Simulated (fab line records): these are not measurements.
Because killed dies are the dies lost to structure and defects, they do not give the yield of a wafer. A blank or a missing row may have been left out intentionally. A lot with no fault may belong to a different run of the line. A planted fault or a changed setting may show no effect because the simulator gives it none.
A struck lot beside a sound one | flow n5Finfet | 20 steps out of a route of 1938
Sound: the wafers L180.3, L180.4, L180.5. Wafers struck: L192.4, L192.5, L192.6. The cause is named last.
Each step with rows lists, per side, the tool, then ch with its chambers, then its first start. Under that, the readings that differ: sound wafers | struck wafers | difference of the means | sigmas: that difference in standard deviations of wafers without a fault.
alike: readings with means less than 2 such deviations apart, plus words and numbers identical on both sides. not compared: withheld readings, readings lacking a value on some wafer, bounds such as >300 that could conceal the same value, and numbers that have no deviation in the record and whose values overlap.
A row with sigmas, a row that says differs or no value, or rows on one side alone: a step with any of these is where the two part. Non-overlapping numbers with no deviation appear without sigmas and do not part them. A reading missing from all wafers of one side parts the sides only when that side holds two or more wafers.

first, 2 steps without rows for these wafers: N5_BEOL_M2_STRIP_65 (strips in N2/H2); N5_BEOL_M2_STRIP_75 (strips in N2/H2).
N5_BEOL_M2_STRIP_66: strips in CF4.
  sound on rieDiel-01 ch 1,2, day 7 13:05; struck on rieDiel-05 ch 0,1,2, day 10 10:39
  alike: chamberPressureMTorr, drypumpMotorCurrentA, oesProductAu, rfVppV, showerheadPlenumPTorr, throttleValvePct
  not compared: rfHoursCounterH
N5_BEOL_M2_HM_OPEN_17: chemistry Cl2/BCl3, target TiN, target depth 20 nm, overetch 6 nm.
  sound on rieMetal-03 ch 0,1, day 7 13:10; struck on rieMetal-01 ch 0,1, day 10 10:45
  alike: chamberPressureMTorr, drypumpMotorCurrentA, heBacksideLeakSccm, oesProductAu, throttleValvePct
  not compared: rfHoursCounterH
N5_BEOL_M2_STRIP_19: strips in O2.
  sound on rieDiel-01 ch 1,2,3, day 7 13:14; struck on rieDiel-06 ch 0,2,3, day 10 10:50
  alike: chamberPressureMTorr, drypumpMotorCurrentA, oesProductAu, rfVppV, showerheadPlenumPTorr, throttleValvePct
  not compared: rfHoursCounterH
N5_BEOL_M2_CD_MEAS_18: pitch 36 nm, target cd 18 nm.
  sound on cdSem-03, day 7 13:19; struck on cdSem-02, day 10 10:55
  alike: cdNm
then, 6 steps without rows for these wafers: N5_BEOL_M2_COAT_67 (time 60 s, resist thk 60 nm); N5_BEOL_M2_COAT_68 (time 60 s, resist thk 12 nm); N5_BEOL_M2_COAT_76 (time 60 s, resist thk 5 nm); N5_BEOL_M2_COAT_22 (resist thk 30 nm); N5_BEOL_M2_EBR_24; N5_BEOL_M2_SOFTBAKE_23 (time 60 s).
N5_BEOL_M2_EXPOSE_25: exposes mask V1, defocus 5 nm.
  sound on euvScanner-01 ch 0, day 7 13:30; struck on euvScanner-02 ch 0, day 10 11:14
reading                       | sound          | struck      | difference | sigmas
model.BEOL_M2.overlayXNm (nm) | -0.6 -0.6 -0.6 | 8.2 8.2 8.2 | +8.8       | 
  alike: mask
then, 2 steps without rows for these wafers: N5_BEOL_M2_PEB_26 (peb time 60 s); N5_BEOL_M2_DEVELOP_27 (develop time 30 s).
N5_BEOL_M2_CD_MEAS_28: target cd 26.2 nm, target cd y 24.1 nm.
  sound on cdSem-01 ch 0, day 7 13:38; struck on cdSem-02 ch 0, day 10 11:21
  alike: cdNm
N5_BEOL_M2_OVL_MEAS_29:
  sound on overlay-01 ch 0, day 7 13:40; struck on overlay-02 ch 0, day 10 11:24
reading     | sound          | struck      | difference | sigmas
V1_OVL (nm) | -0.9 -0.9 -1.5 | 8.2 9.0 7.4 | +9.3       | +16
N5_BEOL_M2_INSPECT_30: inspects for defects (brightfield).
  sound on defectInspect-01, day 7 13:43; struck on defectInspect-02, day 10 11:26
  alike: rawDefectCount
N5_BEOL_M4_RC_MEAS_101:
  sound on prober-01 ch 0, day 9 07:44; struck on prober-02 ch 0, day 11 23:10
  alike: DIBL_N, DIBL_P, IOFF_N, IOFF_P, ION_N, ION_P, SS_N, SS_P, VT_N, VT_P
-- here the record skips 5 days between the struck wafers' starts before and after, leaving off in module BEOL_M4 and picking up in module PASSIVATION (first step shown: number 1936 of the route) --
N5_PASSIVATION_PROBE_49:
  the record has rows for the struck wafers here (prober-02, day 16 23:28) and none for the sound ones

WHERE THEY PART
Earliest at N5_BEOL_M2_OVL_MEAS_29; latest, in this record, at N5_PASSIVATION_PROBE_49.

WHY: what the simulator had put in
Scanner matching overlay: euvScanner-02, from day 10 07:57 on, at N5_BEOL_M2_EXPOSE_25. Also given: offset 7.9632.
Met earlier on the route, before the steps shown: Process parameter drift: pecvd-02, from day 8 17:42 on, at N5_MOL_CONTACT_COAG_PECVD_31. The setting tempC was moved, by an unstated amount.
